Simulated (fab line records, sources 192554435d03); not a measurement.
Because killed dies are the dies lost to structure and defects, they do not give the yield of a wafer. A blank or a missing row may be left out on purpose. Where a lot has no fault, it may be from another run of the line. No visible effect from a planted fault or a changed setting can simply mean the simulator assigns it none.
Matching of chambers | flow n5Finfet | 4 sister chambers for N5_BEOL_M9_ETCH_76 on rieDiel-01
The step etches underlayer in N2/H2, target depth 6.5 nm, time 5.2 s. 4 wafers are shown with their chamber, then 9 later ones without.

WAFERS, EACH WITH ITS CHAMBER
wafer  | chamber | showerheadPlenumPTorr (Torr)
L081.1 | 0       | 2.59
L084.1 | 2       | 2.68
L084.2 | 1       | 2.61
L084.3 | 3       | 2.55

WAFERS WITH NO CHAMBER GIVEN
wafer  | showerheadPlenumPTorr (Torr)
L084.4 | 2.68
L084.5 | 2.61
L084.6 | 2.55
L093.1 | 2.60
L093.3 | 2.58
L093.5 | 2.67
L095.2 | 2.67
L095.4 | 2.58
L095.5 | 2.67

WHICH CHAMBER EACH ONE RAN IN
wafer  | from the rows above     | in truth
L084.4 | 2                       | 2
L084.5 | 1                       | 1
L084.6 | 3                       | 3
L093.1 | can't be placed: 1 or 0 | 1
L093.3 | 0                       | 0
L093.5 | 2                       | 2
L095.2 | 2                       | 2
L095.4 | 0                       | 0
L095.5 | 2                       | 2
Correctly placed: 8 of 9. Cannot be placed on the basis of these rows: 1; the candidates contain the true chamber in 1. Wrongly placed: 0.
How it was worked out, from the rows above alone: a wafer's distance from a chamber is the root of the sum, over the readings, of the square of ((its reading less the chamber's mean) divided by the reading's scatter). If the next closest chamber is less than 2 further off than the closest, the wafer can't be placed; otherwise it belongs to the closest. The mean given for a chamber averages the wafers shown for that chamber. The scatter (one wafer shown for each chamber): square how far every hidden wafer sits from the nearest shown wafer, average those squares and take the square root.
